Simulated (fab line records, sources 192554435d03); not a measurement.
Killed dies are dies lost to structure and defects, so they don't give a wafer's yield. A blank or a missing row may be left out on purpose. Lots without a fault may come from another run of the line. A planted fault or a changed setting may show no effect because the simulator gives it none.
fab line records | flow n5_finfet
record lots=7 wafers=19 last_day=16
route steps=1938 shown BEOL_M15@1826 PASS1_DEP@1831 MIM_BOT@1832 MIM_TOP@1834 MIM_TOP_LITHO@1839
lots that met no fault: from a run of the same line without faults
start_h: hours from the record's first day to the start of the lot's first wafer shown | wait_h: hours since the lot's step before | " the same as in the row above | L1.1+2: a row that stands for several wafers | - no value, or no start given | * or withheld: withheld | < > ~ a bound
route shown NAME@n: a module of which the file shows steps, and the number in the route of the first | usual: mean/standard deviation of fault-free wafers | same: alike in all rows | chamber/n: place in a boat | sites: the reading at each site | _std_site: their standard deviation | _edge_site: outer sites' mean less inner sites' | radius_mm: how far each site lies from the wafer's centre | mask NAME#n: copy n | behind: the tool/chamber that last shaped the wafer | hold: why the lot was held/for how many hours/how that ended | device: the transistor (n, p or np) that didn't switch | end of line: the same wafers' tests at the end of the route | a step without rows: its recipe alone | killed: dies lost to structure and defects at the first sort, not the wafer's yield | map: a wafer's dies, x killed, . not, _ none there
set.NAME: the setting as run; set.NAME@STEP: as run at that earlier step | model.NAME: the simulator's own value behind a step, which no gauge read
lots at some steps of the route; a table a step, a row a wafer
services: from which hour (start_h, from the record's first day; less than 0 if before it) a tool's chamber was out of use, for how many hours, and why
## steps
# step N5_BEOL_M15_PRE_CLEAN_52
# recipe gas=NH3 time_s=15 temp_c=withheld rf_power_w=300
# step N5_BEOL_M15_DEP_53
# recipe material=SiCN target_thk_a=500 temp_c=withheld precursor=3MS/NH3 pressure_torr=3 rf_w=675 time_s=17.8
# usual rf_fwd_power_W=667/3.3 showerhead_plenum_p_Torr=4.163/0.028 throttle_valve_pct=18.0/0.67
# columns lot.wafer tool chamber start_h wait_h rf_fwd_power_W showerhead_plenum_p_Torr throttle_valve_pct
L268.3 pecvd-04 0 276.70 0.0 668 4.196 18.9
L268.4 " 1 " " 665 4.177 18.2
L268.5 " 2 " " 668 4.139 17.9
L272.1 pecvd-03 1 298.60 0.0 669 4.154 18.1
L272.4 " 1 " " 666 4.162 18.1
L272.5 " 2 " " 666 4.153 17.6
L273.1 pecvd-03 1 315.51 0.0 667 4.169 18.0
L273.4 " 2 " " 664 4.157 17.6
L273.5 " 0 " " 669 4.173 17.6
L281.1 pecvd-04 0 357.79 0.0 669 4.199 19.1
L281.6 " 0 " " 672 4.194 19.2
L282.1 pecvd-01 1 368.55 0.0 659 4.143 17.4
L282.3 " 0 " " 663 4.196 18.0
L282.5 " 0 " " 667 4.194 18.1
L284.1 pecvd-04 0 375.65 0.0 671 4.195 19.3
L284.3 " 0 " " 670 4.199 19.0
L285.3 pecvd-01 2 376.11 0.0 668 4.105 16.5
L285.4 " 2 " " 665 4.105 16.9
L285.5 " 1 " " 661 4.159 17.7
# step N5_BEOL_M15_RS_MEAS_54
# recipe thk_meas_gauge=four-point-probe reads=Cu_of_BEOL_M15_ECD_47+Ta_of_BEOL_M15_SPUTTER_44+TaN_of_BEOL_M15_SPUTTER_43
# usual M15_RS=0.0216/0.00033
# columns lot.wafer tool chamber start_h wait_h M15_RS[ohm/sq]
L268.3 film_metro-02 - 276.77 0.1 0.0213
L268.4 " - " " 0.0216
L268.5 " - " " 0.0217
L272.1 film_metro-02 - 298.67 0.0 0.0215
L272.4 " - " " 0.0213
L272.5 " - " " 0.0213
L273.1 film_metro-01 - 315.57 0.0 0.0221
L273.4 " - " " 0.0212
L273.5 " - " " 0.0212
L281.1 film_metro-02 - 357.88 0.1 0.0213
L281.6 " - " " 0.0213
L282.1 film_metro-01 - 368.62 0.0 0.0218
L282.3 " - " " 0.0214
L282.5 " - " " 0.0214
L284.1 film_metro-02 - 375.73 0.1 0.0214
L284.3 " - " " 0.0219
L285.3 film_metro-01 - 376.17 0.1 0.0218
L285.4 " - " " 0.0219
L285.5 " - " " 0.0219
# step N5_BEOL_M15_INSPECT_55
# recipe inspect_instrument=darkfield mode=post_dep
# usual raw_defect_count=69/24
# columns lot.wafer tool chamber start_h wait_h raw_defect_count
L268.3 defect_inspect-02 - 276.81 0.0 102
L268.4 " - " " 94
L268.5 " - " " 125
L272.1 defect_inspect-01 - 298.70 0.0 50
L272.4 " - " " 58
L272.5 " - " " 67
L273.1 defect_inspect-01 - 315.60 0.0 57
L273.4 " - " " 36
L273.5 " - " " 41
L281.1 defect_inspect-01 - 357.90 0.0 56
L281.6 " - " " 60
L282.1 defect_inspect-02 - 368.64 0.0 40
L282.3 " - " " 54
L282.5 " - " " 52
L284.1 defect_inspect-01 - 375.77 0.0 73
L284.3 " - " " 104
L285.3 defect_inspect-01 - 376.20 0.0 89
L285.4 " - " " 82
L285.5 " - " " 67
# step N5_BEOL_M15_RC_MEAS_101
# usual COMB_M10=1.49e-11/2.9e-12 COMB_M11=1.52e-11/2.9e-12 COMB_M12=7.4e-12/1.3e-12 COMB_M13=5.4e-12/1e-12 COMB_M14=4.2e-12/6.8e-13 COMB_M15=3.2e-12/5.8e-13 COMB_M5=3.7e-11/7.5e-12 COMB_M6=2.7e-11/5.5e-12 COMB_M7=2.6e-11/4.9e-12 COMB_M8=2.6e-11/5.4e-12 COMB_M9=1.5e-11/3.2e-12 SERP_M10=3.09/0.062 SERP_M11=3.05/0.072 SERP_M12=0.636/0.015 SERP_M13=0.308/0.0057 SERP_M13_max_site=0.312/0.006 SERP_M14=0.162/0.003 SERP_M5=38.0/1.3 SERP_M6=13.9/0.5 SERP_M7=13.8/0.48 SERP_M8=13.8/0.45 SERP_M9=3.06/0.076
# columns lot.wafer tool chamber start_h wait_h COMB_M10[S/m] COMB_M11[S/m] COMB_M12[S/m] COMB_M13[S/m] COMB_M14[S/m] COMB_M15[S/m] COMB_M5[S/m] COMB_M6[S/m] COMB_M7[S/m] COMB_M8[S/m] COMB_M9[S/m] SERP_M10[ohm/um] SERP_M11[ohm/um] SERP_M12[ohm/um] SERP_M13[ohm/um] SERP_M13_max_site[ohm/um] SERP_M14[ohm/um] SERP_M5[ohm/um] SERP_M6[ohm/um] SERP_M7[ohm/um] SERP_M8[ohm/um] SERP_M9[ohm/um]
L268.3 prober-01 0 277.14 0.3 1.57e-11 1.38e-11 7.9e-12 5.8e-12 4e-12 2.5e-12 3.7e-11 1.7e-11 1.7e-11 2.1e-11 1.7e-11 3.12 3.04 0.633 0.297 0.301 0.160 36.6 13.8 14.6 14.1 3.00
L268.4 " 0 " " 1.55e-11 1.49e-11 7.6e-12 4.9e-12 3.9e-12 2.2e-12 3e-11 1.9e-11 2.4e-11 2.3e-11 1.6e-11 3.20 3.14 0.651 0.313 0.316 0.161 36.8 15.0 13.4 14.0 3.05
L268.5 " 0 " " 1.61e-11 1.84e-11 7.7e-12 8e-12 4.6e-12 2.7e-12 2.7e-11 2.7e-11 3e-11 2e-11 1.6e-11 3.07 2.99 0.651 0.311 0.315 0.157 36.7 14.5 13.8 14.6 2.90
L272.1 prober-02 0 298.72 0.0 1.23e-11 9.8e-12 7.3e-12 6.9e-12 4.1e-12 3.4e-12 3.9e-11 3e-11 3e-11 2.9e-11 1.4e-11 3.12 3.06 0.639 0.301 0.306 0.165 39.0 14.3 13.4 14.3 2.93
L272.4 " 0 " " 1.35e-11 1.02e-11 7.7e-12 9e-12 4.4e-12 3.6e-12 4.4e-11 3.6e-11 2.3e-11 3.1e-11 1.5e-11 3.08 3.02 0.639 0.311 0.313 0.168 39.0 14.1 13.6 13.9 3.11
L272.5 " 0 " " 1.53e-11 1.68e-11 5.4e-12 6.6e-12 4.1e-12 3.2e-12 5.5e-11 2.4e-11 1.6e-11 2.1e-11 1.4e-11 3.05 3.11 0.630 0.314 0.319 0.164 36.7 14.8 13.7 13.7 3.07
L273.1 prober-02 0 315.62 0.0 2.22e-11 1.51e-11 6.4e-12 5.8e-12 4.4e-12 4.1e-12 3.2e-11 2.4e-11 2e-11 2.4e-11 1.5e-11 3.09 2.99 0.628 0.309 0.312 0.157 36.2 13.4 13.8 14.1 3.10
L273.4 " 0 " " 1.54e-11 1.31e-11 6.1e-12 4.6e-12 4e-12 2.9e-12 3.3e-11 2.6e-11 2.7e-11 2.8e-11 1.8e-11 3.15 3.04 0.631 0.303 0.304 0.160 39.4 14.1 13.7 14.7 3.05
L273.5 " 0 " " 1.76e-11 1.35e-11 6.5e-12 5.5e-12 5e-12 2.6e-12 4.2e-11 2.5e-11 3e-11 2.2e-11 1.4e-11 3.13 3.07 0.630 0.311 0.315 0.166 35.4 13.6 13.5 14.4 3.04
L281.1 prober-01 0 357.93 0.0 1.81e-11 1.41e-11 5.7e-12 4.7e-12 4.4e-12 3.9e-12 4.5e-11 1.9e-11 3.8e-11 2.9e-11 1e-11 3.02 2.98 0.612 0.302 0.305 0.162 39.3 13.5 13.1 13.7 2.98
L281.6 " 0 " " 1.03e-11 1.22e-11 7.1e-12 6.6e-12 3.5e-12 3.4e-12 4.1e-11 2.8e-11 3.8e-11 2.5e-11 1.4e-11 3.00 3.15 0.610 0.301 0.303 0.161 38.0 13.6 13.3 13.9 3.02
L282.1 prober-01 0 368.67 0.0 1.48e-11 1.53e-11 5e-12 5.9e-12 3.9e-12 2.7e-12 3.5e-11 2.5e-11 2.8e-11 2.5e-11 1.9e-11 3.01 3.07 0.632 0.312 0.317 0.163 38.4 13.4 14.2 13.6 3.17
L282.3 " 0 " " 2.27e-11 1.05e-11 6e-12 6.1e-12 4.9e-12 3.1e-12 3.2e-11 3.3e-11 3.1e-11 2.2e-11 2.1e-11 3.03 3.17 0.621 0.300 0.306 0.160 38.4 13.3 13.0 14.1 3.01
L282.5 " 0 " " 1.76e-11 1.62e-11 8.2e-12 4.6e-12 4e-12 2.6e-12 4.8e-11 3.4e-11 2.9e-11 3.2e-11 1.3e-11 2.97 2.95 0.611 0.299 0.303 0.162 38.0 14.0 13.5 14.0 3.09
L284.1 prober-02 0 375.79 0.0 1.58e-11 1.2e-11 6.2e-12 7e-12 4e-12 3.6e-12 3e-11 2.4e-11 2.1e-11 2.7e-11 1.2e-11 3.05 3.10 0.645 0.302 0.305 0.169 38.6 14.3 13.5 14.7 3.04
L284.3 " 0 " " 1.96e-11 1.3e-11 8.7e-12 6.6e-12 4.3e-12 2.5e-12 4e-11 2e-11 3.5e-11 2.4e-11 1.8e-11 3.09 3.07 0.653 0.311 0.314 0.164 36.8 13.6 14.0 13.9 3.13
L285.3 prober-01 0 376.53 0.3 1.28e-11 1.53e-11 6.5e-12 4.7e-12 4.7e-12 3.3e-12 3.8e-11 2.6e-11 2.7e-11 2.6e-11 1.6e-11 3.06 3.10 0.639 0.309 0.313 0.158 35.8 13.8 13.8 13.8 3.06
L285.4 " 0 " " 1.16e-11 1.64e-11 1e-11 5.6e-12 4.3e-12 4.3e-12 3.3e-11 2.1e-11 2.4e-11 2.4e-11 1.2e-11 3.15 3.04 0.657 0.302 0.304 0.162 38.3 14.0 13.7 13.3 3.09
L285.5 " 0 " " 1.21e-11 1.62e-11 7.8e-12 6.6e-12 4.5e-12 2.8e-12 3e-11 2.2e-11 2.2e-11 2.3e-11 1.4e-11 3.02 3.06 0.638 0.312 0.317 0.161 38.0 13.0 14.1 13.2 3.13
# step N5_PASSIVATION_PECVD_00
# recipe material=SiO2 target_thk_a=2000 temp_c=400 precursor=SiH4/N2O pressure_torr=2.7 rf_w=608 time_s=11.2
# usual heater_power_w=659/89 rf_fwd_power_W=601.9/2.2 showerhead_plenum_p_Torr=8.20/0.071 susceptor_temp_C=400.00/0.22 throttle_valve_pct=52.3/2.8
# columns lot.wafer tool chamber start_h wait_h heater_power_w rf_fwd_power_W showerhead_plenum_p_Torr susceptor_temp_C throttle_valve_pct
L268.3 pecvd-04 1 277.80 0.5 805 603.3 8.26 400.03 52.0
L268.4 " 2 " " 646 601.5 8.05 399.64 50.6
L268.5 " 1 " " 841 601.9 8.24 400.38 52.3
L272.1 pecvd-02 2 299.69 0.8 740 602.3 8.20 399.79 49.3
L272.4 " 1 " " 574 605.0 8.16 400.06 53.5
L272.5 " 2 " " 749 598.7 8.22 399.77 49.2
L273.1 pecvd-02 2 316.59 0.8 607 602.0 8.22 400.19 49.5
L273.4 " 1 " " 617 605.0 8.17 399.90 53.4
L273.5 " 0 " " 654 600.7 8.29 400.10 58.7
L281.1 pecvd-04 0 358.89 0.8 760 603.3 8.33 400.15 54.6
L281.6 " 0 " " 750 601.4 8.31 400.08 54.5
L282.1 pecvd-03 1 369.63 0.8 645 601.7 8.17 400.24 51.7
L282.3 " 2 " " 578 600.5 8.12 400.12 50.1
L282.5 " 2 " " 610 598.3 8.10 400.04 50.2
L284.1 pecvd-03 2 376.75 0.8 566 600.8 8.14 400.19 50.3
L284.3 " 1 " " 663 599.8 8.15 399.91 51.7
L285.3 pecvd-03 0 377.19 0.5 549 600.5 8.18 400.08 50.4
L285.4 " 2 " " 575 598.5 8.14 400.13 50.2
L285.5 " 0 " " 573 603.3 8.19 399.90 50.4
# step N5_MIM_BOT_DEGAS_01
# recipe ambient=vacuum temp_c=300 time_s=60
# step N5_MIM_BOT_SPUTTER_00
# recipe material=TiN target_thk_a=350 temp_c=200 power_w=3000 chamber_pressure_pa=0.49996 gas=Ar reactive_partial_pa=0.37997 time_s=89.7
# step N5_MIM_TOP_ALD_00
# recipe material=Al2O3 target_thk_a=* temp_c=withheld ald_precursor_family=TMA ald_co_reactant=O3 pulse_time_s=withheld purge_time_s=3 co_reactant_purge_time_s=withheld co_reactant_pulse_time_s=3 ald_cycles=withheld
# step N5_MIM_TOP_ALD_01
# recipe material=HfO2 target_thk_a=56 temp_c=withheld ald_precursor_family=Hf-amide ald_co_reactant=O3 pulse_time_s=1 purge_time_s=3 co_reactant_purge_time_s=2 co_reactant_pulse_time_s=3 ald_cycles=62
# usual precursor_pulse_height_rel=0.998/0.019
# columns lot.wafer tool chamber start_h wait_h precursor_pulse_height_rel
L268.3 ald_hk-01 1 - - 0.970
L268.4 " 3 " " 1.008
L268.5 " 1 " " 0.997
L272.1 ald_hk-01 2 - - 0.962
L272.4 " 0 " " 0.993
L272.5 " 3 " " 1.011
L273.1 ald_hk-01 3 - - 0.993
L273.4 " 1 " " 0.995
L273.5 " 1 " " 0.982
L281.1 ald_hk-01 0 - - 1.024
L281.6 " 1 " " 1.007
L282.1 ald_hk-01 0 - - 1.017
L282.3 " 1 " " 0.947
L282.5 " 1 " " 0.997
L284.1 ald_hk-01 2 - - 1.034
L284.3 " 1 " " 0.974
L285.3 ald_hk-02 1 - - 1.010
L285.4 " 0 " " 0.989
L285.5 " 1 " " 1.043
# step N5_MIM_TOP_ALD_02
# recipe material=Al2O3 target_thk_a=* temp_c=withheld ald_precursor_family=TMA ald_co_reactant=O3 pulse_time_s=withheld purge_time_s=3 co_reactant_purge_time_s=withheld co_reactant_pulse_time_s=3 ald_cycles=withheld
# usual precursor_pulse_height_rel=1.001/0.019
# columns lot.wafer tool chamber start_h wait_h precursor_pulse_height_rel
L268.3 ald_hk-01 1 - - 0.996
L268.4 " 3 " " 0.992
L268.5 " 1 " " 1.008
L272.1 ald_hk-01 2 - - 0.972
L272.4 " 0 " " 1.012
L272.5 " 3 " " 1.039
L273.1 ald_hk-01 3 - - 0.976
L273.4 " 1 " " 0.990
L273.5 " 1 " " 1.011
L281.1 ald_hk-01 0 - - 1.013
L281.6 " 1 " " 0.985
L282.1 ald_hk-01 0 - - 1.042
L282.3 " 1 " " 1.021
L282.5 " 1 " " 1.004
L284.1 ald_hk-01 2 - - 1.021
L284.3 " 1 " " 1.026
L285.3 ald_hk-02 1 - - 1.001
L285.4 " 0 " " 1.007
L285.5 " 1 " " 0.999
# step N5_MIM_TOP_DEGAS_04
# recipe ambient=vacuum temp_c=300 time_s=60
# usual heater_power_w=453/50 susceptor_temp_C=300.01/0.19
# columns lot.wafer tool chamber start_h wait_h heater_power_w susceptor_temp_C
L268.3 pvd_sputter-02 - 280.05 - 330 299.90
L268.4 " - " " 434 300.21
L268.5 " - " " 345 299.66
L272.1 pvd_sputter-03 - 301.93 - 465 299.96
L272.4 " - " " 470 299.98
L272.5 " - " " 471 299.94
L273.1 pvd_sputter-01 - 321.69 - 443 300.01
L273.4 " - " " 450 300.21
L273.5 " - " " 429 300.39
L281.1 pvd_sputter-01 - 361.38 - 551 300.04
L281.6 " - " " 455 300.22
L282.1 pvd_sputter-01 - 372.73 - 456 300.37
L282.3 " - " " 428 299.94
L282.5 " - " " 562 299.91
L284.1 pvd_sputter-01 - 378.01 - 554 300.15
L284.3 " - " " 434 300.00
L285.3 pvd_sputter-03 - 378.90 - 404 300.30
L285.4 " - " " 480 299.89
L285.5 " - " " 491 299.50
# step N5_MIM_TOP_SPUTTER_03
# recipe material=TiN target_thk_a=350 temp_c=200 power_w=3000 chamber_pressure_pa=0.49996 gas=Ar reactive_partial_pa=0.37997 time_s=89.7
# usual susceptor_temp_C=199.99/0.15 throttle_valve_pct=29.7/1.4
# columns lot.wafer tool chamber start_h wait_h susceptor_temp_C throttle_valve_pct model.TiN_of_MIM_TOP_SPUTTER_03.thk_nm
L268.3 pvd_sputter-02 - 280.09 0.0 199.85 30.7 35.2
L268.4 " - " " 199.66 30.5 35.2
L268.5 " - " " 199.89 30.6 35.4
L272.1 pvd_sputter-03 - 301.97 0.0 200.03 29.1 35.2
L272.4 " - " " 199.84 31.0 35.2
L272.5 " - " " 199.85 31.4 35.2
L273.1 pvd_sputter-01 - 321.73 0.0 200.02 26.4 35.2
L273.4 " - " " 200.01 27.8 36
L273.5 " - " " 200.04 26.6 35.4
L281.1 pvd_sputter-01 - 361.42 0.0 - 29.9 28
L281.6 " - " " - 27.4 28
L282.1 pvd_sputter-01 - 372.77 0.0 - 27.8 28.4
L282.3 " - " " 199.93 26.8 35.2
L282.5 " - " " 200.10 29.9 35.4
L284.1 pvd_sputter-01 - 378.05 0.0 - 29.6 27.8
L284.3 " - " " 200.14 26.8 34.6
L285.3 pvd_sputter-03 - 378.94 0.0 200.07 30.6 34.6
L285.4 " - " " 200.02 31.2 34.6
L285.5 " - " " 199.77 31.3 34.4
# step N5_MIM_TOP_LITHO_HMDS_01
# recipe time_s=60 temp_c=120
## services
# columns tool chamber start_h hours kind
pecvd-02 - 256.77 4.3 pm
pecvd-01 0 267.79 6.9 repair
pecvd-02 0 272.77 6.2 repair
ald_hk-02 - 281.40 8.7 pm
pecvd-02 0 308.91 2.1 scheduled_down
ald_hk-02 - 313.63 2.8 pm
pecvd-04 2 319.38 2.1 scheduled_down
pecvd-03 - 329.01 2.8 pm
pvd_sputter-03 - 335.59 1.7 repair
pecvd-03 0 340.79 5.5 scheduled_down
pecvd-03 1 346.25 2.1 scheduled_down
pecvd-04 2 349.97 - clean
pecvd-04 2 349.97 29.5 scheduled_down
pecvd-04 2 349.97 29.5 vent_cycle
## key
first_sign none at tools or gauges
model_effect step=N5_MIM_TOP_SPUTTER_03 value=TiN_of_MIM_TOP_SPUTTER_03.thk_nm without=35.2 struck=28.05
met_at N5_MIM_TOP_SPUTTER_03
struck_wafers L281.1,L281.6,L282.1,L284.1
onset_between 321.73 361.42
fault kind=process_parameter_drift tool=pvd_sputter-01 chamber=- onset_h=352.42 steps=N5_MIM_TOP_SPUTTER_03 channel=time_s offset=* shape=step end_h=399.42 scope=struck_wafers_only acts_in=* stated=*
